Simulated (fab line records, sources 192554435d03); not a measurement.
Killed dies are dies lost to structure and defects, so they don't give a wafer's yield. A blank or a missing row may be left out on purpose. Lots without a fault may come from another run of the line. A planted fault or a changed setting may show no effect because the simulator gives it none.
Which tool did it? | flow n5_finfet | 10 lots, 29 wafers sampled, at 2 steps of a route of 1938

WHAT THE GAUGES READ, wafer by wafer
N5_PASSIVATION_OVL_MEAS_63. Usual: PAD_OVL -2 nm, standard deviation 7.2.
lot  | measured     | on         | PAD_OVL (nm) | flag
L923 | day 12 20:29 | overlay-02 | -3 5 2       |
L924 | day 13 00:28 | overlay-02 | 8 -6 2       |
L927 | day 14 07:34 | overlay-01 | 6 8 3        |
L928 | day 13 15:13 | overlay-02 | -8 -12 -9    |
L929 | day 14 04:15 | overlay-02 | -5 -4 -9     |
L932 | day 15 04:30 | overlay-01 | 6 -1 6       |
L936 | day 15 15:46 | overlay-01 | 2 -7 -12     |
L939 | day 16 10:39 | overlay-02 | -8 -3 -2     |
L942 | day 16 22:38 | overlay-01 | 9 -2         |
L940 | day 17 17:04 | overlay-01 | 6 10 15      |

WHICH TOOL RAN EACH LOT (tool, then ch and the chambers of the sampled wafers, then the start)
lot  | N5_BEOL_M2_ETCH_77
L923 | rie_diel-04 ch 2,3, day 7 09:04
L924 | rie_diel-05 ch 0,1,2, day 7 12:17
L927 | rie_diel-03 ch 0,1, day 8 12:17
L928 | rie_diel-04 ch 0,3, day 8 12:21
L929 | rie_diel-04 ch 0,2,3, day 8 15:13
L932 | rie_diel-03 ch 0,1, day 9 14:54
L936 | rie_diel-04 ch 0,2,3, day 10 12:02
L939 | rie_diel-04 ch 0,1,3, day 11 09:32
L942 | rie_diel-05 ch 0, day 11 21:47
L940 | rie_diel-03 ch 0,1,3, day 11 22:55
- N5_BEOL_M2_ETCH_77: etches underlayer in N2/H2, target depth 6.5 nm, time 5.2 s.

WHAT THE TOOLS THEMSELVES READ (means of the sampled wafers that have a number; where no wafer has one, the mark that the record gives instead)
N5_BEOL_M2_ETCH_77. Usual: drypump_motor_current_A 5.7 A, standard deviation 0.42; etch_rf_on_time_s 5.21 s, standard deviation 0.18; h2_flow_sccm 200.1 sccm, standard deviation 0.64; oes_product_au 0.68 a.u., standard deviation 0.082; rf_fwd_power_W 819.1 W, standard deviation 2.9; rf_vpp_V 524.5 V, standard deviation 2.6; showerhead_plenum_p_Torr 2.56 Torr, standard deviation 0.091; throttle_valve_pct 17.85 %, standard deviation 0.24.
lot  | tool        | drypump_motor_current_A (A) | etch_rf_on_time_s (s) | h2_flow_sccm (sccm) | oes_product_au (a.u.) | rf_fwd_power_W (W) | rf_vpp_V (V) | showerhead_plenum_p_Torr (Torr) | throttle_valve_pct (%) | flag
L923 | rie_diel-04 | 6.1                         | 5.37                  | 199.6               | 0.65                  | 818.1              | 526.6        | 2.64                            | 17.82                  |
L924 | rie_diel-05 | 5.6                         | 5.24                  | 199.3               | 0.67                  | 816.2              | 525.9        | 2.64                            | 18.02                  |
L927 | rie_diel-03 | 5.4                         | 5.34                  | 200.3               | 0.76                  | 816.4              | 524.2        | 2.55                            | 17.61                  |
L928 | rie_diel-04 | 6.2                         | 5.39                  | 200.3               | 0.70                  | 816.5              | 526.0        | 2.61                            | 17.92                  |
L929 | rie_diel-04 | 6.0                         | 5.30                  | 200.2               | 0.65                  | 818.3              | 525.3        | 2.57                            | 17.93                  |
L932 | rie_diel-03 | 5.4                         | 5.29                  | 200.1               | 0.75                  | 822.5              | 525.5        | 2.54                            | 17.62                  |
L936 | rie_diel-04 | 6.0                         | 5.25                  | 200.2               | 0.71                  | 818.2              | 524.5        | 2.56                            | 17.82                  |
L939 | rie_diel-04 | 5.9                         | 5.31                  | 199.9               | 0.69                  | 819.0              | 525.5        | 2.60                            | 17.93                  |
L942 | rie_diel-05 | 5.8                         | 5.32                  | 200.1               | 0.59                  | 820.3              | 525.9        | 2.62                            | 18.33                  |
L940 | rie_diel-03 | 5.7                         | 5.17                  | 200.0               | 0.69                  | 819.5              | 524.2        | 2.51                            | 17.80                  |

THE ANSWER, worked out from the rows above alone
Rule: a lot is off if the mean of its wafers that have a number lies more than 3 standard deviations from the usual mean. A lot without any number at a reading at which 4 lots or more have one is off too. The other lots that the step has rows for count as sound. The gauges are gone through in route order, then the tools' own readings, and for those a lot's mean is taken as printed above. The first step at which some lot is off is used, and at that step the reading that is off furthest; a lot without a number counts as furthest.
No lot is off at any reading shown: from this, nothing can be told.

WHAT THE SIMULATOR HAD PUT IN
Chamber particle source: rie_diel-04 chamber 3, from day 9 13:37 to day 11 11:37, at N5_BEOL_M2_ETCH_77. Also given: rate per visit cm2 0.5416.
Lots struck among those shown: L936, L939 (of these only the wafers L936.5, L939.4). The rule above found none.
